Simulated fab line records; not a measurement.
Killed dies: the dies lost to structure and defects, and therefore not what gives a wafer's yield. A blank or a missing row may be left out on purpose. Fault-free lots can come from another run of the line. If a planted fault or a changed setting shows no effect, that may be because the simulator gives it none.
One fault seen from 3 desks :: flow nand_harc :: what lay behind the numbers comes last; until then each desk has only its own

## THE DEFECT DESK
For each lot, the counts of the inspections along the route, averaged over the sampled wafers that have a number. A lot is out of limits, marked OUT, if its mean lies more than 4 standard deviations from the usual mean; the brackets give that distance.
Columns: A = raw_defect_count at NHARC_A_START_INSPECT_01, usual 3.3
lot: L311
first seen here: day 7 03:37
A: 2.3

lot: L312
first seen here: day 7 12:38
A: 1.7

lot: L313
first seen here: day 8 04:49
A: 5.0

lot: L316
first seen here: day 9 12:18
A: 3.0

lot: L317
first seen here: day 9 18:25
A: 3.0

lot: L318
first seen here: day 10 02:28
A: 7.0

lot: L327
first seen here: day 14 01:02
A: 2.3

lot: L326
first seen here: day 14 01:55
A: 4.7

lot: L329
first seen here: day 14 14:28
A: 2.7

lot: L330
first seen here: day 15 06:08
A: 3.0

lot: L331
first seen here: day 15 18:29
A: 3.3

lot: L333
first seen here: day 16 00:09
A: 4.0
This desk's finding: nothing out of limits on any of the 12 lots.

## FROM THE METROLOGY DESK
What the gauges read for every lot (on any tool): the sampled wafers with a number, averaged. A lot is out of limits, marked OUT, if its mean lies more than 4 standard deviations from the usual mean; the brackets give that distance.
Columns: A = thk_nm at NHARC_A_ONON_D1_THK_MEAS_14, usual 1001 nm; B = overlay_x_nm at NHARC_A_CHANNEL_HOLE_D1_OVL_MEAS_11, usual 0.0 nm; C = overlay_y_nm at NHARC_A_CHANNEL_HOLE_D1_OVL_MEAS_11, usual -0.2 nm
lot: L311
first seen here: day 8 05:29
A: 1010
B: 0.3
C: -1.1

lot: L312
first seen here: day 8 14:04
A: 995
B: 0.1
C: 1.4

lot: L313
first seen here: day 9 07:23
A: 988
B: -0.7
C: -0.6

lot: L316
first seen here: day 10 12:53
A: 996
B: -0.6
C: -0.9

lot: L317
first seen here: day 10 19:16
A: 957 (-4.5) OUT
B: 0.5
C: 0.7

lot: L318
first seen here: day 11 03:30
A: 898 (-11) OUT
B: 0.6
C: -0.9

lot: L326
first seen here: day 15 02:15
A: 996
B: -1.1
C: -0.0

lot: L327
first seen here: day 15 02:16
A: 1009
B: -1.6
C: 0.1

lot: L329
first seen here: day 15 15:58
A: 1017
B: 0.8
C: -0.7

lot: L330
first seen here: day 16 07:46
A: 1013
B: -1.3
C: -0.7

lot: L331
first seen here: day 16 20:02
A: 1014
B: 1.3
C: -0.8

lot: L333
first seen here: day 17 00:25
A: 996
B: 0.2
C: -0.1
This desk finds L317, L318 out of limits, L317 being first, at day 10 19:16 (thk_nm at NHARC_A_ONON_D1_THK_MEAS_14). L311, L312, L313, L316, L326, L327, L329, L330, L331, L333: within limits.

## FOR THE TOOL OWNER'S DESK: pecvd_onon-02
The tool's own readings at NHARC_A_ONON_D1_DEP_12 (target thk 1000 nm): means of the sampled wafers that have a number, for each lot that ran on this tool. A lot is out of limits, marked OUT, if its mean lies more than 4 standard deviations from the usual mean; the brackets give that distance.
Columns: A = susceptor_temp_C at NHARC_A_ONON_D1_DEP_12, usual 399.99 C
lot: L311
first seen here: day 8 04:58
A: 400.20

lot: L312
first seen here: day 8 13:33
A: 399.58

lot: L316
first seen here: day 10 12:24
A: 400.23

lot: L317
first seen here: day 10 18:56
A: 400.16

lot: L318
first seen here: day 11 03:02
A: 400.13

lot: L326
first seen here: day 15 01:44
A: 399.79

lot: L329
first seen here: day 15 15:28
A: 400.05

lot: L333
first seen here: day 17 00:05
A: 399.83
This desk's finding: nothing out of limits on any of the 8 lots.

## ALL TOGETHER
The metrology desk could have raised an alarm at day 10 19:16, on L317, L318.
The defect desk saw nothing out of limits.
The desk of the tool owner found nothing out of limits.
The defect desk has L317, L318 on record, within its limits.
Tool owner's desk: L317, L318 on record, inside its limits.
All the named lots went through NHARC_A_ONON_D1_DEP_12 on pecvd_onon-02.

## WHAT THE SIMULATOR HAD INSERTED
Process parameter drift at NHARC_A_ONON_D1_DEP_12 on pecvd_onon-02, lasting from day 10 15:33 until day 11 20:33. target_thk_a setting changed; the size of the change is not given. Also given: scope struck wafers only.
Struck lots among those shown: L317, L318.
Per desk, hours elapsed from the start of the fault to the first reading out of limits: for the metrology desk, 4.
